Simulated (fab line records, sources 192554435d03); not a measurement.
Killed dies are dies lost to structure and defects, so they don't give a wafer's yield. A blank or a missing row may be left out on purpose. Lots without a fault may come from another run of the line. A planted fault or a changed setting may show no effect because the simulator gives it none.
Which tool did it? | flow n5_finfet | 24 lots, 72 wafers sampled, at 5 steps of a route of 1938

WHAT THE GAUGES READ, wafer by wafer
N5_ILD0_THK_MEAS_08. Usual: thk_nm 139.4 nm, standard deviation 1.3.
lot  | measured    | on            | thk_nm (nm)       | flag
L074 | day 3 16:14 | film_metro-01 | 139.7 139.9 139.8 |
L075 | day 3 22:55 | film_metro-02 | 136.6 140.8 138.8 |
L076 | day 4 03:13 | film_metro-01 | 140.6 139.2 139.6 |
L077 | day 4 09:56 | film_metro-01 | 140.5 139.1 140.8 |
L078 | day 4 17:37 | film_metro-01 | 138.0 139.7 137.9 |
L079 | day 5 04:49 | film_metro-01 | 138.1 138.7 139.5 |
L080 | day 5 05:37 | film_metro-02 | 137.6 137.6 139.6 |
L081 | day 5 13:38 | film_metro-02 | 138.8 137.5 141.1 |
L082 | day 5 15:06 | film_metro-02 | 138.6 140.4 139.5 |
L083 | day 5 21:19 | film_metro-02 | 137.9 140.4 140.0 |
L084 | day 6 02:12 | film_metro-01 | 139.2 136.3 140.5 |
L085 | day 6 09:52 | film_metro-02 | 140.1 141.9 141.3 |
L086 | day 6 15:59 | film_metro-01 | 136.9 138.9 138.0 |
L087 | day 6 19:23 | film_metro-02 | 139.7 140.2 140.5 |
L088 | day 7 05:11 | film_metro-02 | 140.4 139.2 141.3 |
L089 | day 7 15:16 | film_metro-01 | 137.6 139.3 139.9 |
L090 | day 7 23:12 | film_metro-02 | 141.1 138.6 139.5 |
L092 | day 8 01:24 | film_metro-01 | 139.2 140.7 139.6 |
L091 | day 8 02:18 | film_metro-01 | 138.0 135.9 138.6 |
L093 | day 8 08:49 | film_metro-02 | 137.3 138.9 137.9 |
L094 | day 8 19:10 | film_metro-01 | 141.0 141.8 141.4 |
L095 | day 9 04:38 | film_metro-02 | 139.4 137.5 140.7 |
L097 | day 9 16:54 | film_metro-02 | 140.8 138.4 139.9 |
L096 | day 9 19:36 | film_metro-02 | 138.0 140.6 140.0 |

N5_SDB_OVL_MEAS_12. Usual: SDB_OVL 0.1 nm, standard deviation 0.66.
lot  | measured    | on         | SDB_OVL (nm)   | flag
L074 | day 3 20:10 | overlay-02 | -0.2 1.1 -0.6  |
L075 | day 4 02:40 | overlay-02 | 0.2 0.0 -0.7   |
L076 | day 4 07:14 | overlay-02 | -1.0 -0.2 -0.3 |
L077 | day 4 13:34 | overlay-02 | -1.6 0.2 -0.4  |
L078 | day 4 22:16 | overlay-02 | -0.6 -0.6 0.3  |
L079 | day 5 08:27 | overlay-01 | 0.1 0.3 -0.2   |
L080 | day 5 09:26 | overlay-02 | -0.7 0.9 0.5   |
L081 | day 5 18:07 | overlay-01 | 0.7 0.7 0.5    |
L082 | day 5 19:22 | overlay-01 | 0.2 -0.1 0.3   |
L083 | day 6 01:04 | overlay-02 | 0.4 1.0 0.7    |
L084 | day 6 05:58 | overlay-01 | -0.2 -0.9 0.4  |
L085 | day 6 13:36 | overlay-02 | 0.5 0.2 0.4    |
L086 | day 6 19:47 | overlay-02 | -0.4 -1.1 -0.3 |
L087 | day 6 23:08 | overlay-02 | -0.5 -0.1 -0.5 |
L088 | day 7 08:50 | overlay-01 | -0.4 0.5 0.4   |
L089 | day 7 18:55 | overlay-01 | 1.5 1.0 1.0    |
L090 | day 8 02:52 | overlay-01 | -0.6 1.6 0.3   |
L092 | day 8 05:12 | overlay-02 | 0.0 0.8 1.3    |
L091 | day 8 06:04 | overlay-01 | 2.0 0.8 1.7    |
L093 | day 8 12:47 | overlay-02 | 0.0 -0.3 0.4   |
L094 | day 8 22:55 | overlay-02 | -0.2 -0.6 -0.4 |
L095 | day 9 08:24 | overlay-01 | -0.2 0.4 0.6   |
L097 | day 9 20:34 | overlay-01 | 0.0 -0.6 0.0   |
L096 | day 9 23:37 | overlay-02 | -0.7 -0.1 -0.5 |

N5_SDB_THK_MEAS_31. Usual: SDB_THK 64.3 nm, standard deviation 1.
lot  | measured     | on            | SDB_THK (nm)   | flag
L074 | day 4 00:26  | film_metro-01 | 65.4 65.6 65.2 |
L075 | day 4 06:50  | film_metro-01 | 64.8 65.2 64.3 |
L076 | day 4 11:07  | film_metro-02 | 63.4 64.2 64.0 |
L077 | day 4 17:55  | film_metro-02 | 63.6 64.6 63.4 |
L078 | day 5 02:16  | film_metro-02 | 63.4 65.3 63.3 |
L079 | day 5 15:20  | film_metro-01 | 64.8 65.3 65.0 |
L080 | day 5 17:01  | film_metro-01 | 65.0 65.8 64.2 |
L081 | day 5 22:31  | film_metro-02 | 65.1 65.7 65.9 |
L082 | day 5 23:29  | film_metro-01 | 64.0 64.2 63.5 |
L083 | day 6 06:07  | film_metro-02 | 65.3 65.6 65.3 |
L084 | day 6 09:53  | film_metro-02 | 64.6 63.2 63.8 |
L085 | day 6 17:29  | film_metro-02 | 63.7 64.0 62.7 |
L086 | day 6 23:44  | film_metro-02 | 64.5 65.1 63.5 |
L087 | day 7 03:25  | film_metro-01 | 63.9 63.3 64.7 |
L088 | day 7 12:44  | film_metro-01 | 63.3 64.5 64.7 |
L089 | day 7 22:47  | film_metro-01 | 62.3 63.4 62.0 |
L090 | day 8 06:44  | film_metro-01 | 62.2 62.8 62.5 |
L092 | day 8 10:23  | film_metro-01 | 65.4 65.5 66.0 |
L091 | day 8 10:55  | film_metro-01 | 65.0 64.2 65.1 |
L093 | day 8 17:11  | film_metro-02 | 64.3 65.4 66.3 |
L094 | day 9 03:05  | film_metro-02 | 63.9 63.6 64.6 |
L095 | day 9 12:55  | film_metro-02 | 64.5 63.7 64.0 |
L097 | day 10 00:27 | film_metro-02 | 65.6 65.3 64.8 |
L096 | day 10 03:48 | film_metro-02 | 63.5 62.8 65.1 |

N5_HKMG_FIN_CD_MEAS_49: target cd 202 nm. Usual: cd_nm 201.8 nm, standard deviation 0.72.
lot  | measured     | on        | cd_nm (nm)        | flag
L074 | day 4 02:04  | cd_sem-02 | 201.2 202.0 201.5 |
L075 | day 4 08:35  | cd_sem-03 | 202.3 202.7 202.3 |
L076 | day 4 12:41  | cd_sem-01 | 201.1 201.6 200.0 |
L077 | day 4 19:35  | cd_sem-03 | 200.9 201.8 201.6 |
L078 | day 5 03:42  | cd_sem-02 | 201.6 201.9 202.0 |
L079 | day 5 17:11  | cd_sem-01 | 201.6 202.2 201.7 |
L080 | day 5 18:35  | cd_sem-01 | 202.7 202.0 202.0 |
L081 | day 6 00:11  | cd_sem-02 | 202.9 201.4 201.6 |
L082 | day 6 01:01  | cd_sem-01 | 201.5 200.9 200.4 |
L083 | day 6 07:50  | cd_sem-03 | 202.9 203.6 203.6 |
L084 | day 6 11:34  | cd_sem-01 | 201.2 201.3 200.2 |
L085 | day 6 19:02  | cd_sem-02 | 201.5 201.6 201.2 |
L086 | day 7 01:11  | cd_sem-01 | 202.0 202.3 201.5 |
L087 | day 7 04:58  | cd_sem-03 | 201.4 201.6 201.6 |
L088 | day 7 14:11  | cd_sem-02 | 201.5 202.0 201.6 |
L089 | day 8 00:21  | cd_sem-01 | 201.6 201.7 202.0 |
L090 | day 8 08:18  | cd_sem-03 | 201.5 202.3 201.9 |
L092 | day 8 12:02  | cd_sem-01 | 201.9 201.0 201.6 |
L091 | day 8 12:20  | cd_sem-03 | 202.5 202.0 202.0 |
L093 | day 8 18:45  | cd_sem-02 | 202.2 202.8 201.6 |
L094 | day 9 04:39  | cd_sem-03 | 201.3 201.0 201.0 |
L095 | day 9 14:35  | cd_sem-03 | 200.6 201.6 200.9 |
L097 | day 10 02:02 | cd_sem-02 | 202.0 202.2 201.8 |
L096 | day 10 05:14 | cd_sem-01 | 202.2 202.5 203.1 |

WHICH TOOL RAN EACH LOT (tool, then ch and the chambers of the sampled wafers, then the start)
lot  | N5_SDB_HM_DEP_00
L074 | pecvd-04 ch 0,1,2, day 3 19:42
L075 | pecvd-04 ch 0,1, day 4 02:11
L076 | pecvd-03 ch 1,2, day 4 06:45
L077 | pecvd-03 ch 1,2, day 4 13:12
L078 | pecvd-03 ch 1,2, day 4 21:47
L079 | pecvd-04 ch 0,2, day 5 08:06
L080 | pecvd-04 ch 0,1, day 5 09:04
L081 | pecvd-02 ch 0,1, day 5 17:46
L082 | pecvd-03 ch 0,1, day 5 18:53
L083 | pecvd-03 ch 0,1,2, day 6 00:35
L084 | pecvd-03 ch 1,2, day 6 05:29
L085 | pecvd-04 ch 1,2, day 6 13:14
L086 | pecvd-03 ch 1,2, day 6 19:17
L087 | pecvd-04 ch 0,1,2, day 6 22:40
L088 | pecvd-04 ch 1,2, day 7 08:28
L089 | pecvd-02 ch 0,1, day 7 18:32
L090 | pecvd-02 ch 1,2, day 8 02:31
L092 | pecvd-02 ch 1,2, day 8 04:41
L091 | pecvd-03 ch 0,1,2, day 8 05:35
L093 | pecvd-03 ch 1,2, day 8 12:19
L094 | pecvd-04 ch 0,1, day 8 22:26
L095 | pecvd-03 ch 0,1,2, day 9 07:54
L097 | pecvd-04 ch 0,2, day 9 20:12
L096 | pecvd-04 ch 0,1, day 9 23:07
- N5_SDB_HM_DEP_00: deposits SiNx from SiH4/NH3/N2, target thk 40 nm, time 35.3 s.

WHAT THE TOOLS THEMSELVES READ (means of the sampled wafers that have a number; where no wafer has one, the mark that the record gives instead)
N5_SDB_HM_DEP_00. Usual: heater_power_w 755 W, standard deviation 120; showerhead_plenum_p_Torr 5.16 Torr, standard deviation 0.05; throttle_valve_pct 38.9 %, standard deviation 1.7.
lot  | tool     | heater_power_w (W) | showerhead_plenum_p_Torr (Torr) | throttle_valve_pct (%) | flag
L074 | pecvd-04 | 694                | 5.12                            | 39.4                   |
L075 | pecvd-04 | 756                | 5.13                            | 40.1                   |
L076 | pecvd-03 | 803                | 5.20                            | 39.6                   |
L077 | pecvd-03 | 802                | 5.19                            | 39.6                   |
L078 | pecvd-03 | 854                | 5.22                            | 38.3                   |
L079 | pecvd-04 | 592                | 5.10                            | 38.6                   |
L080 | pecvd-04 | 785                | 5.15                            | 40.3                   |
L081 | pecvd-02 | 931                | 5.15                            | 39.7                   |
L082 | pecvd-03 | 639                | 5.19                            | 39.7                   |
L083 | pecvd-03 | 778                | 5.21                            | 38.4                   |
L084 | pecvd-03 | 868                | 5.22                            | 38.3                   |
L085 | pecvd-04 | 674                | 5.14                            | 39.7                   |
L086 | pecvd-03 | 752                | 5.19                            | 39.7                   |
L087 | pecvd-04 | 707                | 5.11                            | 39.4                   |
L088 | pecvd-04 | 673                | 5.15                            | 39.8                   |
L089 | pecvd-02 | 862                | 5.15                            | 40.2                   |
L090 | pecvd-02 | 861                | 5.15                            | 39.0                   |
L092 | pecvd-02 | 870                | 5.16                            | 39.1                   |
L091 | pecvd-03 | 816                | 5.21                            | 38.4                   |
L093 | pecvd-03 | 812                | 5.19                            | 39.7                   |
L094 | pecvd-04 | 703                | 5.12                            | 40.1                   |
L095 | pecvd-03 | 737                | 5.20                            | 38.6                   |
L097 | pecvd-04 | 711                | 5.09                            | 39.3                   |
L096 | pecvd-04 | 781                | 5.12                            | 40.2                   |

THE ANSWER, worked out from the rows above alone
Rule: a lot is off if the mean of its wafers that have a number lies more than 3 standard deviations from the usual mean. A lot without any number at a reading at which 4 lots or more have one is off too. The other lots that the step has rows for count as sound. The gauges are gone through in route order, then the tools' own readings, and for those a lot's mean is taken as printed above. The first step at which some lot is off is used, and at that step the reading that is off furthest; a lot without a number counts as furthest.
No lot is off at any reading shown: from this, nothing can be told.

WHAT THE SIMULATOR HAD PUT IN
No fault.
